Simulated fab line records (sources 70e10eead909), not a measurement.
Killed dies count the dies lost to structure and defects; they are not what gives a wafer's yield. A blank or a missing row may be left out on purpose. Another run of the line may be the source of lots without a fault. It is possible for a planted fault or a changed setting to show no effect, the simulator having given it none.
Matching of chambers ; flow nand harc ; ald hk-03 running NHARC_A_CHANNEL_FILL_D1_ALD_25: 4 sister chambers
The step deposits SiOx, target thk 60 nm, pulse time 10 s, ald cycles 600. 8 wafers are shown with their chamber, then 8 later ones without.

== WAFERS PAIRED WITH THEIR CHAMBERS ==
wafer;chamber;heater power w (W);heater power outer w (W)
L083.1;1;498;294
L084.4;0;463;277
L084.5;2;542;312
L084.6;1;499;297
L085.2;3;522;264
L085.3;0;464;279
L085.5;2;525;294
L087.1;3;512;274

== WAFERS WHOSE CHAMBER IS MISSING ==
wafer;heater power w (W);heater power outer w (W)
L087.4;461;274
L087.5;465;286
L091.1;532;273
L091.4;524;310
L091.6;475;285
L097.2;526;282
L097.3;483;288
L097.5;530;302

== EACH ONE'S CHAMBER ==
wafer;from the rows above;in truth
L087.4;0;0
L087.5;0;0
L091.1;can't be placed: 3 or 2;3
L091.4;2;2
L091.6;can't be placed: 0 or 1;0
L097.2;can't be placed: 3 or 2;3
L097.3;can't be placed: 1 or 0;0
L097.5;2;2
4 of 8 placed correctly. From these rows, 4 cannot be placed; in 4 the true chamber is one of the candidates. 0 placed wrongly.
How it was worked out, from the rows above alone: a wafer's distance from a chamber is the root of the sum, over the readings, of the square of ((its reading less the chamber's mean) divided by the reading's scatter). If the next closest chamber is less than 2 further off than the closest, the wafer can't be placed; otherwise it belongs to the closest. Each chamber's mean is taken over the wafers shown for it. The scatter is the square root of a quotient: the sum, over the shown wafers, of each reading's squared deviation from its chamber's mean, divided by wafers minus chambers.
